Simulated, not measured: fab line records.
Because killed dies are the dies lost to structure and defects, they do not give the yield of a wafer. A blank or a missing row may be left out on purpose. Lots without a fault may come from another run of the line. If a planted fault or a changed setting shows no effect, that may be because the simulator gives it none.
Matching of chambers	flow nand_harc	NHARC_A_STAIRCASE_TRIM_187 on rie_diel-08 has 4 sister chambers
The step chemistry O2, time 211.2 s. 4 wafers are shown with their chamber, then 8 later ones without.

== WAFERS PAIRED WITH THEIR CHAMBERS ==
wafer	chamber	drypump_motor_current_A (A)
L085.5	3	5.7
L089.2	1	6.0
L089.5	0	5.3
L093.4	2	5.4

== WAFERS MISSING THEIR CHAMBER ==
wafer	drypump_motor_current_A (A)
L093.5	5.4
L093.6	6.0
L096.2	6.0
L096.5	5.5
L096.6	5.7
L097.1	6.0
L097.2	5.5
L097.5	6.0

== CHAMBER TAKEN BY EACH ==
wafer	from the rows above	in truth
L093.5	2	2
L093.6	1	1
L096.2	1	1
L096.5	2	2
L096.6	3	3
L097.1	1	1
L097.2	2	2
L097.5	1	1
8 of 8 placed correctly. Number that these rows cannot place: 0. Placed wrongly: 0.
How it was worked out, from the rows above alone: a wafer's distance from a chamber is the root of the sum, over the readings, of the square of ((its reading less the chamber's mean) divided by the reading's scatter). If the next closest chamber is less than 2 further off than the closest, the wafer can't be placed; otherwise it belongs to the closest. The mean given for a chamber averages the wafers shown for that chamber. The scatter: root of mean squared gap, hidden wafer to nearest shown wafer, with one shown wafer a chamber.
